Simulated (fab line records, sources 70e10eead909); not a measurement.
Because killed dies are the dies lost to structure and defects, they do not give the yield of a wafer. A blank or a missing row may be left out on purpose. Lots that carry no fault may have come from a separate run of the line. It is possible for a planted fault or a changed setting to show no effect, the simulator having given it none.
Matching of chambers    flow nand_harc    NHARC_A_CHANNEL_HOLE_D2_ETCH_44 on rie_diel-06: 4 sister chambers
The step etches the open film in CF4/O2, target depth 140 nm, overetch 14 nm, time 77 s. 16 wafers are shown with their chamber, then 8 later ones without.

== EACH WAFER AND ITS CHAMBER ==
wafer   chamber  showerhead_plenum_p_Torr (Torr)  drypump_motor_current_A (A)  rf_vpp_V (V)
L180.1  2        1.25                             6.4                          196.4
L180.4  1        1.34                             5.8                          197.9
L180.5  3        1.44                             4.8                          199.4
L181.2  2        1.25                             6.4                          196.3
L181.4  0        1.34                             6.1                          198.6
L181.6  0        1.35                             6.1                          198.8
L182.1  3        1.44                             4.9                          200.3
L182.2  2        1.25                             6.4                          195.4
L182.3  1        1.34                             5.8                          197.3
L193.1  2        1.25                             6.4                          197.1
L193.2  3        1.43                             4.8                          198.7
L193.6  1        1.34                             5.8                          196.9
L196.2  2        1.25                             6.4                          195.2
L196.3  0        1.34                             6.0                          198.6
L196.4  3        1.43                             4.9                          201.3
L199.1  0        1.34                             6.1                          197.8

SIGNATURES (means of the wafers above)
reading                   chamber 0  chamber 1  chamber 2  chamber 3  scatter within a chamber
showerhead_plenum_p_Torr  1.3425     1.3400     1.2500     1.4350     0.00382
drypump_motor_current_A   6.075      5.800      6.400      4.850      0.0382
rf_vpp_V                  198.450    197.367    196.080    199.925    0.782
Rule: for a wafer and a chamber, the distance is found by dividing, reading by reading, the gap between the wafer's reading and the chamber's mean by the reading's scatter, squaring, summing and taking the root. If the next closest chamber is less than 2 further off than the closest, the wafer can't be placed; otherwise it belongs to the closest. How the scatter is found: for the shown wafers, subtract from each reading the mean of its chamber, square and add these, divide the total by (wafers less chambers), then take the root.

== WAFERS MISSING THEIR CHAMBER ==
wafer   showerhead_plenum_p_Torr (Torr)  drypump_motor_current_A (A)  rf_vpp_V (V)
L199.2  1.25                             6.4                          195.7
L199.5  1.25                             6.4                          195.5
L200.1  1.34                             5.8                          198.9
L200.2  1.34                             6.0                          198.2
L200.5  1.34                             5.8                          198.0
L201.2  1.43                             4.8                          200.3
L201.3  1.25                             6.4                          196.5
L201.4  1.34                             6.1                          197.5

== THE CHAMBER EACH PASSED THROUGH ==
wafer   from the rows above  in truth
L199.2  2                    2
L199.5  2                    2
L200.1  1                    1
L200.2  0                    0
L200.5  1                    1
L201.2  3                    3
L201.3  2                    2
L201.4  0                    0
Correct placement for 8 of the 8. Number that these rows cannot place: 0. Placed wrongly: 0.
